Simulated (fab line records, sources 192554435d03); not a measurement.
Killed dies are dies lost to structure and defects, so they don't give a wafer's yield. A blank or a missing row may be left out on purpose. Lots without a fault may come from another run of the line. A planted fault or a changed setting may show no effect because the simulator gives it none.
Which tool did it? | flow n5_finfet | 8 lots, 24 wafers sampled, at 5 steps of a route of 1938

WHAT THE GAUGES READ, wafer by wafer
N5_BEOL_M4_RC_MEAS_101.
lot  | measured     | on        | DIBL_N (mV/V)
L310 | day 8 08:25  | prober-01 | 34.7 39.9 35.7
L312 | day 9 03:04  | prober-02 | 37.8 36.4 37.7
L316 | day 10 21:26 | prober-02 | 33.6 36.5 37.0
L317 | day 10 15:36 | prober-02 | 37.4 37.9 38.2
L321 | day 11 05:40 | prober-01 | 37.2 37.3 34.9
L324 | day 12 23:21 | prober-01 | 39.0 34.7 41.0
L329 | day 14 21:08 | prober-02 | 36.7 39.4 39.3
L332 | day 15 01:47 | prober-02 | 38.5 41.7 36.9

WHICH TOOL RAN EACH LOT (tool, then ch and the chambers of the sampled wafers, then the start)
lot  | N5_BEOL_M2_ETCH_74                 | N5_BEOL_M2_ETCH_64                 | N5_BEOL_M2_ETCH_69                 | N5_BEOL_M2_ETCH_41
L310 | rie_diel-04 ch 0,1,2, day 7 03:34  | rie_diel-04 ch 0,1,2, day 7 03:37  | rie_diel-01 ch 1,2, day 7 04:49    | rie_diel-03 ch 0,1, day 8 08:25 or earlier
L312 | rie_diel-04 ch 0,2,3, day 7 09:41  | rie_diel-04 ch 0,2,3, day 7 09:44  | rie_diel-01 ch 0,1,3, day 7 10:44  | rie_diel-03 ch 0,2,3, day 9 03:04 or earlier
L316 | rie_diel-03 ch 0,3, day 8 08:19    | rie_diel-03 ch 0,3, day 8 08:22    | rie_diel-01 ch 0,1, day 8 09:14    | rie_diel-03 ch 0,2,3, day 10 21:26 or earlier
L317 | rie_diel-04 ch 0,1,3, day 8 20:45  | rie_diel-04 ch 0,1,3, day 8 20:50  | rie_diel-01 ch 0,1,3, day 8 21:46  | rie_diel-03 ch 0,1,3, day 10 15:36 or earlier
L321 | rie_diel-04 ch 0,3, day 9 11:50    | rie_diel-04 ch 0,3, day 9 11:53    | rie_diel-01 ch 0,1, day 9 12:51    | rie_diel-01 ch 0,1, day 11 05:40 or earlier
L324 | rie_diel-03 ch 0,2,3, day 10 11:28 | rie_diel-03 ch 0,2,3, day 10 11:31 | rie_diel-03 ch 0,3, day 10 12:29   | rie_diel-01 ch 0,1, day 12 23:21 or earlier
L329 | rie_diel-03 ch 1,2,3, day 11 23:52 | rie_diel-03 ch 1,2,3, day 11 23:55 | rie_diel-01 ch 0,2, day 12 00:46   | rie_diel-01 ch 0,2, day 14 21:08 or earlier
L332 | rie_diel-01 ch 0,2,3, day 12 05:55 | rie_diel-01 ch 0,2,3, day 12 05:57 | rie_diel-01 ch 0,2,3, day 12 06:48 | rie_diel-04 ch 1,2,3, day 15 01:47 or earlier
- N5_BEOL_M2_ETCH_74: etches underlayer in N2/H2, target depth 6.5 nm, time 5.2 s.
- N5_BEOL_M2_ETCH_64: etches SOC in N2/H2, target depth 75 nm, overetch 22.5 nm, time 121.9 s.
- N5_BEOL_M2_ETCH_69: etches SiARC in CF4, target depth 15.6 nm, time 26 s.
- N5_BEOL_M2_ETCH_41: etches SiCN in CH3F/O2, target depth 29.9 nm, time 52.5 s.

THE ANSWER, worked out from the rows above alone
Rule: what is usual is taken from the lots themselves. Put in order of their means at a reading, lots are off if they are a third of the lots or fewer, leave a main group of 4 or more, and stand apart from it by a gap of 3 or more times the standard deviation of the main group's means; of several such gaps the widest counts. A main group whose means are all the same, to the digits that the tables above print for the reading, isn't used. A lot without any number at a reading at which 4 lots or more have one is off too. The other lots that the step has rows for count as sound.
No lot is off at any reading shown: from this, nothing can be told.

WHAT THE SIMULATOR HAD PUT IN
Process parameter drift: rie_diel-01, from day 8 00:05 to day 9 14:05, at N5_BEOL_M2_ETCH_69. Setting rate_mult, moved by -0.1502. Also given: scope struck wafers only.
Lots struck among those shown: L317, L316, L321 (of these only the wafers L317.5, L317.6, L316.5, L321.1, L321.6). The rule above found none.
